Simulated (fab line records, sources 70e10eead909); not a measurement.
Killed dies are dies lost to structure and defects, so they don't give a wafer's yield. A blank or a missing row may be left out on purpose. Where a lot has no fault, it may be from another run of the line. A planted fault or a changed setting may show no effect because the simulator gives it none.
The tool behind it: which one? ; flow nand_harc ; at 1 step of a route of 1302, 7 lots with 21 wafers sampled

## WHAT THE GAUGES READ, wafer by wafer
NHARC_A_SOURCE_PLATE_THK_MEAS_06: measures by ellipsometry.
lot;measured;on;thk_nm (nm)
L271;day 8 08:32;film_metro-02;199.1 200.3 200.6
L274;day 9 17:27;film_metro-02;200.6 196.6 198.8
L278;day 11 06:05;film_metro-02;199.8 200.1 199.9
L284;day 14 06:32;film_metro-01;200.5 200.3 199.6
L286;day 14 23:44;film_metro-01;198.5 196.9 200.0
L289;day 16 09:13;film_metro-01;198.2 199.4 199.8
L291;day 17 00:20;film_metro-01;198.9 200.5 199.4

## EACH LOT AND THE TOOL THAT RAN IT (in order: tool; ch and the chambers of the sampled wafers; start)
There is no process step in the record ahead of these readings.

## THE ANSWER, worked out from the rows above alone
Rule: the lots themselves supply what counts as usual. Put in order of their means at a reading, lots are off if they are a third of the lots or fewer, leave a main group of 4 or more, and stand apart from it by a gap of 3 or more times the standard deviation of the main group's means; of several such gaps the widest counts. A main group whose means are all the same, to the digits that the tables above print for the reading, isn't used. Also off: a lot with no number at a reading for which 4 or more lots have one. The other lots that the step has rows for count as sound.
No lot is off on any of the readings shown, so nothing can be concluded from this.

## WHAT WAS PUT IN BY THE SIMULATOR
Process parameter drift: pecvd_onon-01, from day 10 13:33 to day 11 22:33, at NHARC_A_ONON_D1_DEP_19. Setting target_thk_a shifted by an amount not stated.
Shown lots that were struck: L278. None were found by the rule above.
